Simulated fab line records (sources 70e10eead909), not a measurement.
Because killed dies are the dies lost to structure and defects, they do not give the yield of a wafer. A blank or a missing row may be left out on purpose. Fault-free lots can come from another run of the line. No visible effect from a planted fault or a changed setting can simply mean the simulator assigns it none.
Struck lot and sound lot, side by side || flow nand_harc || 12 out of 1302 route steps
Sound: the wafers L548.2, L548.4, L548.5. Struck: wafer L565.4 (left out: L565.1, L565.6 of the same lot, which were not struck); the cause appears at the end.
At each step with rows: each side's tool, then ch and its chambers, then its first start. Under that, the readings that differ: sound wafers || struck wafers || difference of the means || sigmas: that difference in standard deviations of wafers without a fault.
alike: readings whose means differ by less than 2 such deviations, and words and numbers that are the same on both sides. not compared: withheld readings, readings that some wafer has no value for, bounds like >300 that may hide the same value, and numbers for which the record gives no deviation and whose values overlap.
A row with sigmas, a row that says differs or no value, or rows on one side alone: a step with any of these is where the two part. Numbers that have no deviation but don't overlap get no sigmas and don't part them. A reading that every wafer of one side lacks parts them only if that side has two wafers or more.

NHARC_A_WL_FILL_RTA_01: time 5 s.
  sound on rtp_anneal-02 ch 0, day 20 11:37; struck on rtp_anneal-01 ch 0, day 27 02:52
{"reading": "lamp_zone_3_pct (%)", "sound": "32.6 32.7 32.6", "struck": 31.4, "difference": -1.2, "sigmas": -2}
  alike: lamp_power_pct, lamp_zone_7_pct, wafer_temp_C_max
then, 2 steps without rows for these wafers: NHARC_A_WL_FILL_ALD_02 (deposits TiN, target thk 2 nm, pulse time 3 s, ald cycles 100); NHARC_A_WL_FILL_CVD_03 (deposits W, target thk 40 nm, time 279 s).
NHARC_A_WL_FILL_ETCHBACK_04: etches the open film in NF3, target depth 60 nm, time 120 s.
  sound on rie_metal-03 ch 0,1, day 20 12:37; struck on rie_metal-03 ch 0, day 27 03:53
  alike: drypump_motor_current_A, oes_product_au
  not compared: rf_hours_counter_h
NHARC_A_WL_FILL_ETCHBACK_05: etches the open film in Cl2/BCl3, target depth 22 nm, time 60 s.
  sound on rie_metal-03 ch 0,1, day 20 12:52; struck on rie_metal-03 ch 0, day 27 04:08
{"reading": "oes_product_au (a.u.)", "sound": "0.984 0.986 0.997", "struck": 1.004, "difference": "+0.015", "sigmas": "+2"}
  alike: drypump_motor_current_A
  not compared: rf_hours_counter_h
NHARC_A_WL_FILL_STRIP_27: strips in N2/H2, time 20 s.
  sound on plasma_asher-01 ch 0,1, day 20 13:00; struck on plasma_asher-01 ch 1, day 27 04:17
  alike: drypump_motor_current_A, heater_power_w
  not compared: rf_hours_counter_h
then, 4 steps without rows for these wafers: NHARC_A_WL_FILL_STRIP_28 (strips in post etch residue remover, time 1200 s); NHARC_A_WL_FILL_PRECLEAN_06 (cleans in DIW, time 300 s); NHARC_A_WL_FILL_SRD_07; NHARC_A_WL_FILL_ANNEAL_08 (time 1800 s).
NHARC_A_WL_FILL_ALD_10: deposits SiO2, target thk 50 nm, pulse time 10 s, ald cycles 500.
  sound on ald_hk-03 ch 0,3, day 20 17:54; struck on ald_hk-03 ch 3, day 27 10:57
{"reading": "ald_cycles", "sound": "500 500 500", "struck": 526, "difference": "+26", "sigmas": ""}
  alike: heater_power_w, precursor_pulse_height_rel
NHARC_A_WL_FILL_ETCHBACK_16: etches the open film in C4F8/O2/Ar, target depth 120 nm, time 24 s.
  sound: rie_diel-11 ch 0,2; struck: rie_diel-02 ch 2
{"reading": "rf_vpp_V (V)", "sound": "726 717 716", "struck": 731, "difference": "+11", "sigmas": "+3"}
  alike: bias_w, oes_product_au
  not compared: rf_hours_counter_h

WHERE THEY PART
Earliest at NHARC_A_WL_FILL_RTA_01; latest, in this record, at NHARC_A_WL_FILL_ETCHBACK_16.

WHY: whatever the simulator had introduced
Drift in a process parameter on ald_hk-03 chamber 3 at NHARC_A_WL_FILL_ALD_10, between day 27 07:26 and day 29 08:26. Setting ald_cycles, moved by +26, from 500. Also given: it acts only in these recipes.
